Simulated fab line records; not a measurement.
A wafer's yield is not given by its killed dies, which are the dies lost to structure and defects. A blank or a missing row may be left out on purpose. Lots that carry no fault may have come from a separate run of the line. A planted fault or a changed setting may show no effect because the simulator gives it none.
Comparing a struck lot with a sound one    flow n5 finfet    27 steps out of a route of 1938
Sound: the wafers L773.1, L773.3, L773.4. Struck: wafer L784.5; the same lot's L784.6 was not struck, so it is left out; see the end for the cause.
Each step with rows lists, per side, the tool, then ch with its chambers, then its first start. Under that, the readings that differ: sound wafers    struck wafers    difference of the means    sigmas: that difference in standard deviations of wafers without a fault.
alike: same words and numbers on both sides, and readings whose means sit less than 2 such deviations apart. not compared: any withheld reading, any reading some wafer has no value for, any bound like >300 that may hide the same value, and any number with overlapping values for which the record gives no deviation.
Wherever a step has rows on one side only, a row that says differs or no value, or a row with sigmas, the two part there. Numbers that don't overlap but have no deviation are shown without sigmas and don't part them. A reading that every wafer of one side lacks parts them only if that side has two wafers or more.

N5_STI_FIN_REVEAL_ALD_14: deposits Si3N4, target thk 3 nm.
  sound on ald sin-04 ch 1,2,3, day 2 15:37; struck on ald sin-04 ch 1, day 5 13:55
  alike: heater power w
then, 3 steps without rows for these wafers: N5_STI_FIN_REVEAL_FCVD_FILL_01 (material SiO2 flowable, target thk 312 nm, time 512.2 s); N5_STI_FIN_REVEAL_DENSIFY_02 (time 1800 s); N5_STI_FIN_REVEAL_CMP_04 (polishes, stops on Si3N4, t overpolish 4 s, target thk 131.83 nm).
N5_STI_FIN_REVEAL_THK_MEAS_05:
  sound on film metro-01, day 2 20:58; struck on film metro-01, day 5 19:10
  alike: thk nm
then, 1 step without rows for these wafers: N5_STI_FIN_REVEAL_DENSIFY_30.
N5_STI_FIN_REVEAL_ETCHBACK_08: etches SiO2 in C4F6/O2, target depth 30.5 nm, time 10.167 s.
  sound on rie diel-06 ch 0,2,3, day 2 21:29; struck on rie diel-05 ch 3, day 5 19:25
  alike: drypump motor current A, oes product au, rf vpp V, showerhead plenum p Torr, throttle valve pct
  not compared: rf hours counter h
then, 5 steps without rows for these wafers: N5_STI_FIN_REVEAL_STRIP_24 (strips in N2/H2, time 90 s); N5_STI_FIN_REVEAL_PRECLEAN_25 (cleans in SPM, time 90 s); N5_STI_FIN_REVEAL_PRECLEAN_26 (cleans in SC1, time 45 s); N5_STI_FIN_REVEAL_PRECLEAN_29 (cleans in DHF, time 30 s); N5_STI_FIN_REVEAL_SRD_12 (time 30 s).
N5_STI_FIN_REVEAL_RECESS_09: chemistry HF/NH3, target SiO2, afs cycles 11, target depth 42.5 nm, sublimation time 60 s.
  sound on vapor etch-01 ch 0,1, day 2 21:44; struck on vapor etch-01 ch 1, day 5 20:43
  alike: drypump motor current A
then, 2 steps without rows for these wafers: N5_STI_FIN_REVEAL_STRIP_16 (strips SiNx in H3PO4, target depth 23.8 nm); N5_STI_FIN_REVEAL_PRECLEAN_17 (cleans in NF3:NH3, afs cycles 1, time 20 s, sublimation time 60 s).
N5_STI_FIN_REVEAL_ETCH_34: etches Si in H2, material Si, target depth 0.97 nm.
  sound on rie si-01 ch 0,1,3, day 2 23:50; struck on rie si-01 ch 0, day 5 21:46
  alike: drypump motor current A, oes product au, throttle valve pct
  not compared: rf hours counter h
N5_STI_FIN_REVEAL_OXIDATION_31: chemistry O2 PLASMA REMOTE, time 20 s.
  sound on plasma asher-02 ch 0,1, day 2 23:53; struck on plasma asher-02 ch 1, day 5 21:51
  alike: drypump motor current A, heater power w, temp c max
  not compared: rf hours counter h
then, 3 steps without rows for these wafers: N5_STI_FIN_REVEAL_PRECLEAN_32 (cleans in NF3:NH3, afs cycles 1, time 20 s, sublimation time 60 s); N5_STI_FIN_REVEAL_STRIP_35 (strips Si3N4 in H3PO4, target depth 4 nm, time 39 s); N5_STI_FIN_REVEAL_SRD_21 (time 30 s).
N5_STI_FIN_REVEAL_OXIDATION_33: chemistry O2 PLASMA REMOTE, time 20 s.
  sound on plasma asher-01 ch 0,1, day 3 00:14; struck on plasma asher-02 ch 0, day 5 22:12
reading             sound        struck  difference  sigmas
heater power w (W)  167 162 172  133     -34         -3
  alike: drypump motor current A, temp c max
  not compared: rf hours counter h
then, 2 steps without rows for these wafers: N5_STI_FIN_REVEAL_CLEAN_19 (cleans in O3/DIW, time 120 s); N5_STI_FIN_REVEAL_SRD_23 (time 30 s).
N5_STI_FIN_REVEAL_CD_MEAS_22: target cd 6.238 nm, pitch 28 nm.
  sound on cd sem-02, day 3 00:24; struck on cd sem-03, day 5 22:20
  alike: cd nm
N5_STI_FIN_REVEAL_FIN_H_MEAS_10:
  sound on ocd-01, day 3 00:26; struck on ocd-02, day 5 22:22
reading               sound           struck  difference  sigmas
trench depth nm (nm)  51.7 51.4 52.7  42.2    -9.7        -12
then, 1 step without rows for these wafers: N5_STI_FIN_REVEAL_PRECLEAN_18 (cleans in SC2, time 45 s).
-- a jump in the record: the struck wafers' starts before and after are 11 days apart (it breaks off in module STI_FIN_REVEAL and resumes in module PASSIVATION, where the first step shown is number 1936 of the route) --
N5_PASSIVATION_PROBE_49:
  sound on prober-02, day 13 11:26; struck on prober-02, day 16 11:47
  alike: killed_at_M0_to_M3, killed_at_M4_up, killed at contacts, killed at front end, killed at other, killed dies, killed open, killed short

WHERE THEY PART
First at N5_STI_FIN_REVEAL_OXIDATION_33; last, within this record, at N5_STI_FIN_REVEAL_FIN_H_MEAS_10. Later steps at which nothing parts them and some readings are alike: N5_PASSIVATION_PROBE_49.

WHY: what the simulator had put in
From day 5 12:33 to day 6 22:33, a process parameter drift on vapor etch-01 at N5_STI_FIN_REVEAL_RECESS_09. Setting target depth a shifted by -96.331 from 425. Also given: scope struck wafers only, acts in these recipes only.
